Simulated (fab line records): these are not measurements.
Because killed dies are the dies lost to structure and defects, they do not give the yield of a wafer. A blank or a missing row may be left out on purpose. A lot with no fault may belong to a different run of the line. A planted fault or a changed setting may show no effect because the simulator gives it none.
fab line records	flow nand-harc
[record] lots = 11	wafers = 33	last-day = 34
route steps=1302 shown A_SLIT@934 A_WL_FILL@957 END@1302
lots that met no fault: from a run of the same line without faults
start-h: the number of hours between the record's first day and the start of the first shown wafer of the lot	wait-h: how many hours have passed since the lot's step before this one	" as in the row above	L1.1+2: several wafers, shown together as one row	- either no value or no given start	* or withheld: withheld	< > ~ a bound
route shown NAME@n: NAME is a module with steps in the file, n the number in the route of the first one	usual: average and standard deviation across the fault-free wafers	same: alike in all rows	chamber/n: place in a boat	sites: per-site readings	_std_site: their standard deviation	_edge_site: the outer-site mean with the inner-site mean subtracted	radius-mm: for every site, how far away it sits from the centre of the wafer	mask NAME#n: copy n	behind: tool/chamber where the wafer was last shaped	hold: cause of the lot's hold/its duration in hours/its outcome	device: names the non-switching transistor (n, p or np)	end of line: at the end of the route, the tests of the same wafers	step lacking rows: just its recipe	killed: dies that structure and defects cost at the first sort, which is not the same as the wafer's yield	map: dies across one wafer; x = killed, . = not, _ = none there
set.NAME: the run value of the setting; set.NAME@STEP: its run value at that earlier step	model.NAME: the simulator's own value behind a step, which no gauge read
steps of the route over a sample of lots; a table a step, a row a wafer
services: from which hour (start-h, from the record's first day; less than 0 if before it) a tool's chamber was out of use, for how many hours, and why
[[steps]]
[step NHARC_A_SLIT_OVL_MEAS_10]
[usual] overlay-x-nm = 0.0/0.85	overlay-y-nm = 0.0/0.82
lot.wafer	tool	chamber	start-h	wait-h	overlay-x-nm	overlay-y-nm
L384.1	overlay-01	-	444.64	-	0.8	0.9
L384.2	"	-	"	"	0.8	0.9
L384.4	"	-	"	"	1.0	0.8
L387.1	overlay-01	-	471.87	-	-0.6	1.3
L387.2	"	-	"	"	-1.2	1.2
L387.4	"	-	"	"	-0.2	1.5
L389.1	overlay-01	-	495.64	-	-0.5	0.3
L389.2	"	-	"	"	-0.7	0.9
L389.4	"	-	"	"	-1.1	0.1
L391.4	overlay-01	-	522.83	-	1.3	0.5
L391.5	"	-	"	"	1.3	0.7
L391.6	"	-	"	"	0.7	0.5
L393.2	overlay-02	-	534.13	-	-0.5	-0.4
L393.3	"	-	"	"	-0.1	-0.6
L393.5	"	-	"	"	-0.1	-0.8
L394.1	overlay-01	-	559.64	-	1.6	0.5
L394.2	"	-	"	"	1.1	0.4
L394.6	"	-	"	"	2.0	-0.3
L401.2	overlay-02	-	612.23	-	0.1	0.4
L401.3	"	-	"	"	0.9	-0.1
L401.6	"	-	"	"	1.0	0.3
L402.2	overlay-01	-	625.88	-	1.1	0.4
L402.3	"	-	"	"	0.2	0.9
L402.5	"	-	"	"	0.2	0.4
L404.1	overlay-02	-	637.41	-	0.7	-0.8
L404.3	"	-	"	"	0.3	-0.2
L404.4	"	-	"	"	0.5	-1.2
L406.2	overlay-01	-	657.02	-	1.4	0.4
L406.4	"	-	"	"	1.2	1.0
L406.6	"	-	"	"	0.8	0.8
L407.1	overlay-01	-	692.17	-	-0.1	0.2
L407.3	"	-	"	"	-0.6	-0.3
L407.5	"	-	"	"	-0.2	0.0
[step NHARC_A_SLIT_DESCUM_14]
[recipe] time-s = 3	o2-flow-sccm = 200	ar-flow-sccm = 0	bias-power-w = 0	chemistry = O2
[usual] chamber-pressure-mTorr = 60.00/0.053	drypump-motor-current-A = 5.6/0.5	mfc-ar-sccm = 0.011/0.014	oes-product-au = 1.000/0.01	rf-vpp-V = 58.0/0.92	showerhead-plenum-p-Torr = 1.96/0.078	throttle-valve-pct = 11.311/0.0093
lot.wafer	tool	chamber	start-h	wait-h	chamber-pressure-mTorr	drypump-motor-current-A	mfc-ar-sccm	oes-product-au	rf-hours-counter-h	rf-vpp-V	showerhead-plenum-p-Torr	throttle-valve-pct
L384.1	rie-diel-08	1	444.74	0.1	59.99	6.2	0	0.999	3.7	57.3	1.94	11.317
L384.2	"	2	"	"	59.99	5.7	0	1.007	3.5	57.1	2.00	11.311
L384.4	"	0	"	"	60.00	5.1	0.018	1.003	3.0	57.2	1.85	11.312
L387.4	rie-diel-05	1	471.97	0.1	60.09	5.1	0	0.992	1.5	57.7	2.05	11.320
L387.2	"	2	"	"	60.01	5.7	0.038	0.999	1.6	57.8	2.05	11.298
L387.1	"	0	"	"	59.98	5.9	0.026	0.996	1.4	56.5	1.93	11.318
L389.1	rie-diel-10	0	495.74	0.1	60.03	6.7	0	1.017	4.8	58.9	1.89	11.317
L389.2	"	1	"	"	59.98	5.4	0	1.005	4.3	56.3	1.80	11.314
L389.4	"	3	"	"	60.00	5.2	0	0.985	5.3	58.9	2.05	11.319
L391.4	rie-diel-05	1	522.93	0.1	59.99	5.1	0	1.002	3.1	58.4	2.05	11.325
L391.5	"	1	"	"	59.98	5.1	0	1.006	-	57.7	2.05	11.299
L391.6	"	2	"	"	60.01	5.7	0.038	1.009	-	59.3	2.05	11.324
L393.2	rie-diel-05	1	534.23	0.1	59.94	5.1	0	0.989	5.1	58.0	2.05	11.310
L393.3	"	3	"	"	59.95	6.2	0.030	0.996	5.3	58.5	2.02	11.299
L393.5	"	0	"	"	59.98	5.9	0.026	1.006	-	57.1	1.93	11.300
L394.2	rie-diel-08	3	559.75	0.1	59.95	5.3	0.025	0.997	0.2	57.7	1.94	11.323
L394.1	"	0	"	"	60.03	5.1	0.018	0.993	0.3	57.8	1.85	11.289
L394.6	"	1	"	"	59.99	6.2	0	1.008	-	57.5	1.94	11.308
L401.2	rie-diel-05	0	612.33	0.1	59.94	5.9	0.026	0.994	0.5	57.1	1.92	11.325
L401.3	"	1	"	"	60.01	5.1	0	1.010	0.5	57.2	2.05	11.318
L401.6	"	1	"	"	60.08	5.1	0	1.010	-	56.5	2.05	11.313
L402.2	rie-diel-10	3	625.99	0.1	59.99	5.2	0	0.999	0.3	58.6	2.05	11.302
L402.3	"	1	"	"	60.04	5.5	0	0.993	0.1	56.3	1.80	11.329
L402.5	"	2	"	"	60.04	5.0	0	1.001	-	59.7	2.04	11.319
L404.4	rie-diel-08	0	637.51	0.1	60.05	5.1	0.018	1.002	5.1	56.3	1.85	11.291
L404.3	"	1	"	"	59.94	6.2	0	0.984	4.6	60.3	1.93	11.308
L404.1	"	2	"	"	59.97	5.7	0	1.018	5.7	55.9	1.99	11.292
L406.2	rie-diel-05	2	657.12	0.1	60.01	5.7	0.038	0.996	3.3	59.6	2.05	11.309
L406.4	"	0	"	"	59.94	5.9	0.026	0.986	3.7	56.5	1.92	11.324
L406.6	"	2	"	"	60.05	5.7	0.038	0.984	-	59.0	2.05	11.316
L407.1	rie-diel-08	3	692.27	0.1	60.06	5.3	0.025	1.003	9.8	57.7	1.94	11.315
L407.3	"	2	"	"	59.99	5.7	0	1.006	9.9	57.4	1.99	11.319
L407.5	"	0	"	"	60.05	5.1	0.018	0.979	-	56.6	1.85	11.305
[step NHARC_A_SLIT_ETCH_17]
[recipe] bias-v = 900	source-w = withheld	pressure-mtorr = 20	ar-flow-sccm = 375	c4f8-flow-sccm = 83.3	o2-flow-sccm = 41.7	time-s = 4254.5	target-depth-a = 2.03e+05	chemistry = C4F8/O2/Ar
[usual] chamber-pressure-mTorr = 20.000/0.016	drypump-motor-current-A = 5.82/0.15	he-backside-leak-sccm = 6.0/0.43	mfc-ar-sccm = 375.2/1.2	showerhead-plenum-p-Torr = 3.71/0.19	throttle-valve-pct = 32.046/0.0095
lot.wafer	tool	chamber	start-h	wait-h	chamber-pressure-mTorr	drypump-motor-current-A	he-backside-leak-sccm	mfc-ar-sccm	rf-hours-counter-h	showerhead-plenum-p-Torr	throttle-valve-pct
L384.1	har-etch-02	1	445.99	-	19.998	5.61	5.7	373.9	31	3.91	32.057
L384.2	"	0	"	"	19.988	5.92	5.0	376.3	31	3.92	32.038
L384.4	"	0	447.80	-	20.020	5.94	4.9	375.8	-	3.92	32.042
L387.1	har-etch-02	1	473.22	-	19.988	5.64	5.9	373.8	46	3.90	32.032
L387.2	"	0	"	"	20.007	5.94	5.4	373.6	46	3.91	32.039
L387.4	"	0	475.04	-	19.983	5.93	5.3	375.3	-	3.91	32.064
L389.2	har-etch-01	0	497.01	-	19.973	6.01	5.9	374.6	279	3.63	32.051
L389.1	"	1	"	"	19.988	5.71	6.3	375.5	279	3.45	32.058
L389.4	"	0	"	"	20.018	6.01	5.9	376.1	-	3.63	32.056
L391.4	har-etch-02	0	526.00	-	20.005	5.93	5.3	376.0	-	3.90	32.025
L391.5	"	1	"	"	20.020	5.66	5.9	375.3	-	3.89	32.046
L391.6	"	0	"	"	20.012	5.93	5.3	376.0	-	3.90	32.033
L393.2	har-etch-02	1	541.68	-	19.998	5.66	5.8	375.7	85	3.88	32.057
L393.3	"	1	542.87	-	20.024	5.65	5.5	375.0	-	3.88	32.044
L393.5	"	0	"	"	20.005	5.93	5.2	374.7	-	3.89	32.044
L394.2	har-etch-02	1	561.01	-	19.996	5.66	5.7	376.5	92	3.87	32.027
L394.1	"	0	"	"	20.018	5.91	5.6	376.2	92	3.89	32.052
L394.6	"	1	563.40	-	20.001	5.66	5.7	375.6	-	3.87	32.026
L401.2	har-etch-02	1	613.58	-	20.003	5.65	6.0	376.1	123	3.85	32.049
L401.3	"	0	615.44	-	20.001	5.94	5.3	373.9	-	3.87	32.059
L401.6	"	0	616.67	-	20.006	5.91	5.2	374.4	-	3.87	32.044
L402.2	har-etch-02	0	628.05	-	20.017	5.91	5.8	373.8	131	3.87	32.057
L402.3	"	1	"	"	20.001	5.66	5.9	374.1	-	3.85	32.050
L402.5	"	1	629.86	-	20.002	5.68	6.0	373.6	-	3.85	32.066
L404.1	har-etch-01	1	639.37	-	20.002	5.72	6.6	376.3	355	3.41	32.048
L404.4	"	0	"	"	19.984	6.01	6.7	375.9	-	3.59	32.043
L404.3	"	1	"	"	20.003	5.71	6.5	376.3	-	3.41	32.042
L406.2	har-etch-02	0	659.64	-	19.984	5.93	5.4	375.0	153	3.85	32.038
L406.4	"	0	660.85	-	20.006	5.93	5.6	376.7	-	3.85	32.061
L406.6	"	0	662.06	-	20.020	5.92	5.7	376.5	-	3.85	32.049
L407.1	har-etch-02	1	699.00	-	20.006	5.66	5.9	373.4	173	3.83	32.040
L407.3	"	1	700.19	-	20.031	5.69	6.0	375.3	-	3.83	32.049
L407.5	"	0	"	"	20.002	5.94	5.8	374.8	-	3.84	32.049
[step NHARC_A_WL_FILL_ETCHBACK_04]
[recipe] target-depth-a = 600	time-s = 120	chemistry = NF3
[usual] chamber-pressure-mTorr = 300.01/0.26	drypump-motor-current-A = 5.8/0.57	he-backside-leak-sccm = 3.44/0.15	oes-product-au = 1.002/0.0092	run-length-s = 141.59/0.29
lot.wafer	tool	chamber	start-h	wait-h	chamber-pressure-mTorr	drypump-motor-current-A	he-backside-leak-sccm	oes-product-au	rf-hours-counter-h	run-length-s
L384.1	rie-metal-03	0	460.72	0.3	300.06	5.0	3.79	1.009	2.0	141.84
L384.2	"	1	"	"	300.49	6.0	3.41	0.985	2.0	142.24
L384.4	"	0	"	"	299.84	5.0	3.26	1.002	-	141.62
L387.2	rie-metal-01	0	486.49	0.3	299.87	5.3	3.54	0.986	1.3	141.43
L387.1	"	1	"	"	300.02	6.5	3.30	1.003	1.4	141.83
L387.4	"	0	"	"	300.26	5.3	3.54	0.998	-	141.54
L389.1	rie-metal-01	0	510.09	0.3	299.86	5.4	3.31	1.005	1.8	141.32
L389.2	"	1	"	"	299.42	6.5	3.45	1.004	2.0	141.70
L389.4	"	0	"	"	300.22	5.3	3.28	0.999	-	141.31
L391.4	rie-metal-01	1	537.49	0.3	300.10	6.5	3.51	1.001	-	141.77
L391.5	"	0	"	"	300.06	5.3	3.48	1.007	-	141.34
L391.6	"	1	"	"	299.80	6.5	3.34	0.999	-	141.63
L393.2	rie-metal-01	1	554.22	0.3	299.84	6.5	3.23	1.009	-	155.40
L393.3	"	1	"	"	299.49	6.5	3.17	0.997	-	155.47
L393.5	"	1	"	"	300.13	6.5	3.15	1.011	-	155.48
L394.2	rie-metal-01	1	574.04	0.3	299.86	6.5	3.47	0.993	3.3	155.37
L394.1	"	0	"	"	300.10	5.3	3.47	0.995	2.6	141.55
L394.6	"	0	"	"	299.75	5.3	3.60	1.001	-	141.51
L401.2	rie-metal-01	0	626.92	0.4	300.21	5.3	3.53	1.002	0.8	141.67
L401.3	"	0	"	"	300.33	5.3	3.45	1.001	-	141.51
L401.6	"	1	"	"	299.94	6.5	3.19	1.008	-	141.90
L402.2	rie-metal-01	0	640.68	0.3	299.93	5.3	3.52	0.998	1.1	141.24
L402.3	"	1	"	"	299.93	6.5	3.35	0.998	-	141.37
L402.5	"	1	"	"	300.09	6.5	3.45	1.006	-	141.63
L404.1	rie-metal-01	1	651.90	0.3	299.56	6.4	3.36	1.012	1.3	141.93
L404.3	"	1	"	"	300.16	6.5	3.25	1.005	-	141.77
L404.4	"	0	"	"	299.82	5.3	3.47	0.999	-	141.37
L406.2	rie-metal-01	1	672.75	0.4	300.11	6.5	3.29	1.005	-	141.38
L406.4	"	1	"	"	300.23	6.5	3.42	1.016	-	141.46
L406.6	"	1	"	"	299.72	6.5	3.38	1.005	-	142.01
L407.1	rie-metal-01	1	711.50	0.4	299.77	6.4	3.26	1.010	2.8	141.37
L407.3	"	0	"	"	299.43	5.3	3.75	0.982	-	141.58
L407.5	"	0	"	"	300.25	5.4	3.69	0.998	-	141.16
[step NHARC_END_SORT_01]
[recipe] temp-c = 25
[usual] killed-at-array = 55/15	killed-at-other = 1.0/1.2	killed-at-periphery = 3.4/2.2	killed-dies = 59/15	killed-open = 3.2/2	killed-short = 2.5/1.7
[same] gross-dies = 677
lot.wafer	tool	chamber	start-h	wait-h	killed-at-array	killed-at-other	killed-at-periphery	killed-dies	killed-open	killed-short
L384.1	prober-02	0	564.62	2.5	62	1	3	66	4	0
L384.2	prober-02	0	565.43	2.8	33	1	1	35	2	2
L384.4	prober-02	0	567.05	3.4	33	1	4	38	6	4
L387.1	prober-01	0	584.69	2.5	23	0	4	27	0	0
L387.2	prober-01	0	585.49	2.8	58	0	5	63	5	1
L387.4	prober-01	0	587.10	3.4	51	0	3	54	7	1
L389.1	prober-01	0	599.34	2.5	87	0	2	89	6	2
L389.2	prober-01	0	600.15	2.8	52	0	3	55	3	3
L389.4	prober-01	0	601.77	3.4	59	0	1	60	1	1
L391.4	prober-01	0	641.80	3.4	42	0	5	47	8	6
L391.5	prober-01	0	642.59	3.7	29	0	2	31	2	2
L391.6	prober-01	0	643.38	4.0	38	0	1	39	6	3
L393.2	prober-02	0	649.97	2.8	62	3	6	71	5	2
L393.3	prober-02	0	650.77	3.1	33	5	4	42	0	3
L393.5	prober-02	0	652.38	3.7	60	4	6	70	4	0
L394.1	prober-01	0	677.56	2.5	36	0	6	42	2	6
L394.2	prober-01	0	678.37	2.8	34	0	4	38	1	1
L394.6	prober-01	0	681.60	4.0	30	0	4	34	0	1
L401.2	prober-01	0	719.91	2.8	46	0	7	53	2	1
L401.3	prober-01	0	720.72	3.1	52	0	9	61	3	4
L401.6	prober-01	0	723.16	4.1	41	0	8	49	4	3
L402.2	prober-01	0	739.08	2.8	63	0	1	64	5	5
L402.3	prober-01	0	739.88	3.1	51	1	5	57	1	6
L402.5	prober-01	0	741.48	3.7	54	1	4	59	0	2
L404.1	prober-02	0	746.17	2.5	63	2	4	69	7	2
L404.3	prober-02	0	747.79	3.1	83	1	2	86	2	4
L404.4	prober-02	0	748.59	3.4	58	0	2	60	5	1
L406.2	prober-02	0	773.51	2.8	59	2	1	62	3	2
L406.4	prober-02	0	775.09	3.4	62	0	3	65	5	1
L406.6	prober-02	0	776.67	4.0	47	0	1	48	0	2
L407.1	prober-02	0	807.85	2.5	37	0	6	43	4	2
L407.3	prober-02	0	809.45	3.1	37	0	2	39	2	5
L407.5	prober-02	0	811.06	3.7	45	0	7	52	3	2
// killed by level:class
L384.1 A_CHANNEL_HOLE_D2:chamber-film-flake=30 A_CHANNEL_HOLE_D1:chamber-film-flake=20 A_CONTACT:chamber-film-flake=5 A_CHANNEL_HOLE_D1:unspecified=2 A_STAIRCASE:chamber-film-flake=2 P_STI:geometric-particle:open=1 P_CONTACT:geometric-particle:open=1 A_ONON_D1:geometric-particle:open=1
L384.2 A_CHANNEL_HOLE_D1:chamber-film-flake=14 A_CHANNEL_HOLE_D2:chamber-film-flake=8 A_WL_FILL:chamber-film-flake=3 A_SLIT:chamber-film-flake=2 A_CHANNEL_FILL_D1:geometric-particle:short=1 A_ONON_D2:geometric-particle:short=1 A_CONTACT:geometric-particle:open=1 A_M1:geometric-particle:open=1
L384.4 A_CHANNEL_HOLE_D2:chamber-film-flake=15 A_CHANNEL_HOLE_D1:chamber-film-flake=6 A_CHANNEL_FILL_D1:geometric-particle:short=3 P_CONTACT:geometric-particle:open=2 A_STAIRCASE:chamber-film-flake=2 P_ZERO_WELL:geometric-particle:short=1 A_ONON_D1:geometric-particle:open=1 A_CHANNEL_HOLE_D1:geometric-particle:open=1
L387.1 A_CHANNEL_HOLE_D2:chamber-film-flake=19 P_M2:chamber-film-flake=3 A_CONTACT:chamber-film-flake=2 P_STI:chamber-film-flake=1 A_DECK1_JOINT:chamber-film-flake=1 A_STAIRCASE:chamber-film-flake=1
L387.2 A_CHANNEL_HOLE_D2:chamber-film-flake=45 P_M2:chamber-film-flake=4 A_ZERO_WELL:chamber-film-flake=2 A_CHANNEL_HOLE_D1:chamber-film-flake=2 A_STAIRCASE:chamber-film-flake=2 P_M0:geometric-particle:open=1 A_ONON_D1:geometric-particle:short=1 A_ONON_D1:geometric-particle:open=1
L387.4 A_CHANNEL_HOLE_D2:chamber-film-flake=38 A_CHANNEL_FILL_D1:geometric-particle:open=3 P_M2:chamber-film-flake=3 A_CONTACT:chamber-film-flake=3 A_BLC:geometric-particle:open=2 A_CHANNEL_HOLE_D1:geometric-particle:short=1 A_ONON_D2:geometric-particle:open=1 A_CONTACT:geometric-particle:open=1
L389.1 A_CHANNEL_HOLE_D2:chamber-film-flake=37 A_SLIT:chamber-film-flake=34 A_CONTACT:chamber-film-flake=6 A_CHANNEL_FILL_D1:geometric-particle:open=4 A_CHANNEL_HOLE_D1:chamber-film-flake=3 P_CONTACT:geometric-particle:short=1 P_ZERO_WELL:chamber-film-flake=1 A_SOURCE_PLATE:geometric-particle:open=1
L389.2 A_SLIT:chamber-film-flake=27 A_CHANNEL_HOLE_D2:chamber-film-flake=11 A_CHANNEL_HOLE_D1:chamber-film-flake=4 A_CONTACT:chamber-film-flake=4 A_ONON_D2:geometric-particle:short=2 A_STAIRCASE:chamber-film-flake=2 P_M0:geometric-particle:open=1 P_M1:geometric-particle:open=1
L389.4 A_SLIT:chamber-film-flake=30 A_CHANNEL_HOLE_D2:chamber-film-flake=16 A_CHANNEL_HOLE_D1:chamber-film-flake=4 A_CONTACT:chamber-film-flake=4 A_DECK1_JOINT:chamber-film-flake=2 A_CHANNEL_FILL_D1:geometric-particle:short=1 A_BLC:geometric-particle:open=1 P_BONDPAD:chamber-film-flake=1
L391.4 A_CHANNEL_HOLE_D2:chamber-film-flake=10 A_CHANNEL_HOLE_D1:chamber-film-flake=9 A_CONTACT:chamber-film-flake=8 A_STAIRCASE:chamber-film-flake=3 P_M0:geometric-particle:open=2 A_ONON_D2:geometric-particle:open=2 A_WL_FILL:geometric-particle:short=2 A_WL_FILL:geometric-particle:open=2
L391.5 A_CHANNEL_HOLE_D2:chamber-film-flake=9 A_CONTACT:chamber-film-flake=8 A_STAIRCASE:chamber-film-flake=4 A_CHANNEL_HOLE_D1:chamber-film-flake=2 P_M2:geometric-particle:open=1 A_ONON_D1:geometric-particle:short=1 A_DECK1_JOINT:geometric-particle:open=1 A_CHANNEL_HOLE_D2:geometric-particle:short=1
L391.6 A_CHANNEL_HOLE_D2:chamber-film-flake=14 A_CONTACT:chamber-film-flake=9 A_CHANNEL_HOLE_D1:chamber-film-flake=4 A_M0:geometric-particle:open=2 P_CONTACT:geometric-particle:open=1 A_ONON_D1:geometric-particle:short=1 A_CHANNEL_FILL_D1:geometric-particle:open=1 A_DECK1_JOINT:geometric-particle:open=1
L393.2 A_CHANNEL_HOLE_D2:chamber-film-flake=36 A_CONTACT:chamber-film-flake=10 P_GATE:chamber-film-flake=3 THIN_TSV:chamber-film-flake=3 A_CHANNEL_FILL_D2:geometric-particle:open=2 P_ZERO_WELL:chamber-film-flake=2 A_CHANNEL_HOLE_D1:chamber-film-flake=2 A_CHANNEL_FILL_D1:chamber-film-flake=2
L393.3 A_CHANNEL_HOLE_D2:chamber-film-flake=13 A_STAIRCASE:chamber-film-flake=5 A_CONTACT:chamber-film-flake=5 THIN_TSV:chamber-film-flake=5 A_CHANNEL_HOLE_D1:chamber-film-flake=4 P_GATE:chamber-film-flake=3 A_DECK1_JOINT:chamber-film-flake=2 A_ONON_D1:geometric-particle:short=1
L393.5 A_CHANNEL_HOLE_D2:chamber-film-flake=40 A_CHANNEL_HOLE_D1:chamber-film-flake=5 THIN_TSV:chamber-film-flake=4 P_ZERO_WELL:chamber-film-flake=3 A_DECK1_JOINT:chamber-film-flake=3 A_STAIRCASE:chamber-film-flake=3 P_GATE:chamber-film-flake=2 A_SLIT:chamber-film-flake=2
L394.1 A_CHANNEL_HOLE_D2:chamber-film-flake=12 A_CHANNEL_HOLE_D1:chamber-film-flake=4 A_DECK1_JOINT:chamber-film-flake=4 P_GATE:chamber-film-flake=3 A_CONTACT:chamber-film-flake=3 A_SLIT:chamber-film-flake=3 A_WL_FILL:geometric-particle:short=2 A_STAIRCASE:chamber-film-flake=2
L394.2 A_CHANNEL_HOLE_D2:chamber-film-flake=15 A_CHANNEL_HOLE_D1:chamber-film-flake=8 P_M1:chamber-film-flake=4 A_CONTACT:chamber-film-flake=3 A_STAIRCASE:chamber-film-flake=2 A_SLIT:chamber-film-flake=2 A_CHANNEL_HOLE_D1:geometric-particle:open=1 A_CHANNEL_FILL_D1:geometric-particle:short=1
L394.6 A_CHANNEL_HOLE_D2:chamber-film-flake=13 A_CHANNEL_HOLE_D1:chamber-film-flake=6 A_STAIRCASE:chamber-film-flake=5 P_GATE:chamber-film-flake=3 A_SLIT:chamber-film-flake=3 A_ONON_D2:geometric-particle:short=1 P_M1:chamber-film-flake=1 A_ZERO_WELL:chamber-film-flake=1
L401.2 A_CHANNEL_HOLE_D1:chamber-film-flake=30 A_CONTACT:chamber-film-flake=8 P_CONTACT:chamber-film-flake=7 A_WL_FILL:chamber-film-flake=3 A_ONON_D1:geometric-particle:open=1 A_DECK1_JOINT:geometric-particle:open=1 A_CHANNEL_FILL_D2:geometric-particle:short=1 A_CHANNEL_FILL_D2:chamber-film-flake=1
L401.3 A_CHANNEL_HOLE_D1:chamber-film-flake=36 P_CONTACT:chamber-film-flake=5 A_WL_FILL:chamber-film-flake=3 A_CONTACT:chamber-film-flake=3 P_CONTACT:geometric-particle:open=2 A_CHANNEL_FILL_D1:chamber-film-flake=2 A_CHANNEL_FILL_D2:chamber-film-flake=2 P_GATE:geometric-particle:short=1
L401.6 A_CHANNEL_HOLE_D1:chamber-film-flake=29 P_CONTACT:chamber-film-flake=6 A_WL_FILL:chamber-film-flake=4 A_SLIT:chamber-film-flake=2 P_GATE:geometric-particle:open=1 P_M1:geometric-particle:short=1 A_ONON_D1:geometric-particle:open=1 A_ONON_D1:geometric-particle:short=1
L402.2 A_CHANNEL_HOLE_D2:chamber-film-flake=20 A_CONTACT:chamber-film-flake=12 A_CHANNEL_HOLE_D1:chamber-film-flake=10 A_SLIT:chamber-film-flake=8 A_CHANNEL_FILL_D1:chamber-film-flake=3 A_M0:geometric-particle:open=2 P_M0:geometric-particle:open=1 A_ONON_D1:geometric-particle:short=1
L402.3 A_CHANNEL_HOLE_D2:chamber-film-flake=18 A_CHANNEL_HOLE_D1:chamber-film-flake=12 A_CONTACT:chamber-film-flake=7 P_M1:chamber-film-flake=3 A_SLIT:chamber-film-flake=3 A_WL_FILL:chamber-film-flake=3 A_M1:geometric-particle:short=2 A_STAIRCASE:chamber-film-flake=2
L402.5 A_CHANNEL_HOLE_D2:chamber-film-flake=24 A_CHANNEL_HOLE_D1:chamber-film-flake=14 A_CONTACT:chamber-film-flake=9 A_SLIT:chamber-film-flake=4 P_M1:chamber-film-flake=2 A_WL_FILL:chamber-film-flake=2 P_STI:geometric-particle:short=1 STARTING-WAFER:geometric-particle:short=1
L404.1 A_SLIT:chamber-film-flake=34 A_CHANNEL_HOLE_D1:chamber-film-flake=15 A_CONTACT:chamber-film-flake=6 A_CHANNEL_FILL_D2:geometric-particle:open=2 THIN_TSV:chamber-film-flake=2 P_CONTACT:geometric-particle:open=1 P_M0:geometric-particle:open=1 P_M1:geometric-particle:open=1
L404.3 A_SLIT:chamber-film-flake=37 A_CHANNEL_HOLE_D1:chamber-film-flake=33 A_CONTACT:chamber-film-flake=5 A_WL_FILL:geometric-particle:short=2 P_CONTACT:geometric-particle:open=1 A_ONON_D1:geometric-particle:short=1 A_DECK1_JOINT:geometric-particle:short=1 A_WL_FILL:geometric-particle:open=1
L404.4 A_SLIT:chamber-film-flake=29 A_CHANNEL_HOLE_D1:chamber-film-flake=14 A_CONTACT:chamber-film-flake=6 A_BLC:geometric-particle:open=2 A_DECK1_JOINT:chamber-film-flake=2 P_M0:geometric-particle:open=1 A_CHANNEL_HOLE_D2:geometric-particle:open=1 A_CHANNEL_FILL_D2:geometric-particle:open=1
L406.2 A_CHANNEL_HOLE_D2:chamber-film-flake=29 A_SLIT:chamber-film-flake=8 A_CONTACT:chamber-film-flake=8 A_CHANNEL_FILL_D1:chamber-film-flake=3 A_CHANNEL_HOLE_D1:unspecified=2 A_CHANNEL_HOLE_D1:chamber-film-flake=2 A_WL_FILL:chamber-film-flake=2 THIN_TSV:chamber-film-flake=2
L406.4 A_CHANNEL_HOLE_D2:chamber-film-flake=32 A_SLIT:chamber-film-flake=10 A_CONTACT:chamber-film-flake=6 A_CHANNEL_HOLE_D1:chamber-film-flake=5 A_CHANNEL_FILL_D1:chamber-film-flake=2 P_CONTACT:geometric-particle:open=1 P_M0:geometric-particle:open=1 A_SOURCE_PLATE:geometric-particle:open=1
L406.6 A_CHANNEL_HOLE_D2:chamber-film-flake=27 A_CONTACT:chamber-film-flake=10 A_SLIT:chamber-film-flake=5 A_CHANNEL_HOLE_D1:chamber-film-flake=3 A_CHANNEL_FILL_D1:geometric-particle:short=1 A_M0:geometric-particle:short=1 P_ZERO_WELL:chamber-film-flake=1
L407.1 A_CHANNEL_HOLE_D1:chamber-film-flake=18 A_SLIT:chamber-film-flake=6 A_CONTACT:chamber-film-flake=5 P_CONTACT:chamber-film-flake=4 A_CHANNEL_HOLE_D2:chamber-film-flake=2 P_CONTACT:geometric-particle:open=1 P_M0:geometric-particle:open=1 A_ONON_D2:geometric-particle:short=1
L407.3 A_CHANNEL_HOLE_D1:chamber-film-flake=21 A_SLIT:chamber-film-flake=5 A_DECK1_JOINT:geometric-particle:short=2 A_CHANNEL_HOLE_D2:chamber-film-flake=2 A_CONTACT:chamber-film-flake=2 P_GATE:geometric-particle:open=1 A_CHANNEL_FILL_D1:geometric-particle:short=1 A_DECK1_JOINT:geometric-particle:open=1
L407.5 A_CHANNEL_HOLE_D1:chamber-film-flake=19 A_SLIT:chamber-film-flake=12 A_CONTACT:chamber-film-flake=6 P_CONTACT:chamber-film-flake=5 A_DECK1_JOINT:geometric-particle:short=2 A_DECK1_JOINT:chamber-film-flake=2 P_CONTACT:geometric-particle:open=1 A_CHANNEL_FILL_D1:geometric-particle:open=1
[[services]]
tool	chamber	start-h	hours	kind
rie-diel-10	-	436.69	0.7	repair
rie-metal-01	0	465.99	8.7	repair
rie-diel-05	3	469.33	1.5	repair
rie-diel-05	1	472.53	2.1	repair
rie-diel-08	3	516.00	6.1	repair
rie-metal-03	-	519.00	9.0	pm
rie-diel-08	0	522.54	6.7	repair
rie-diel-05	0	524.29	4.2	repair
rie-metal-01	0	542.32	15.6	repair
rie-diel-08	-	544.88	9.0	pm
rie-metal-01	-	575.00	9.0	pm
rie-metal-01	0	575.00	9.0	vent-cycle
rie-diel-05	-	584.28	9.0	pm
rie-diel-10	-	596.50	9.0	pm
rie-diel-08	0	605.00	1.5	repair
rie-diel-08	2	651.51	5.8	repair
rie-metal-01	0	668.09	17.1	repair
rie-diel-05	2	687.97	6.4	repair
rie-diel-10	0	692.68	4.7	repair
rie-metal-03	-	696.00	9.0	pm
rie-diel-05	1	701.52	1.6	repair
rie-diel-10	1	709.16	4.5	repair
rie-diel-05	0	710.47	5.6	repair
rie-diel-10	0	711.09	4.5	repair
[[key]]
[first-sign] step = NHARC_A_WL_FILL_ETCHBACK_04	reading = run-length-s	direction = up	sigmas = 48	usual = *	struck = *
effect none on later readings
met-at NHARC_A_WL_FILL_ETCHBACK_04
struck-lots L393,L394
struck-wafers L393.2,L393.3,L393.5,L394.2
tester-left-out L393,L394
not-acting-at NHARC_A_SLIT_OVL_MEAS_10,NHARC_A_SLIT_DESCUM_14,NHARC_A_SLIT_ETCH_17
onset-between 537.49 554.22
[fault] kind = process-parameter-drift	tool = rie-metal-01	chamber = 1	onset-h = 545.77	steps = NHARC_A_WL_FILL_ETCHBACK_04	channel = time-s	offset = *	shape = step	end-h = 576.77	acts-in = *	stated = *
// tester-left-out: of these lots the tester's yield and bins aren't shown, on N5 and GAA mostly nor the transistor test; their killed dies are dies lost to structure and defects alone, not to doping, threshold or leakage, so they don't give the yield
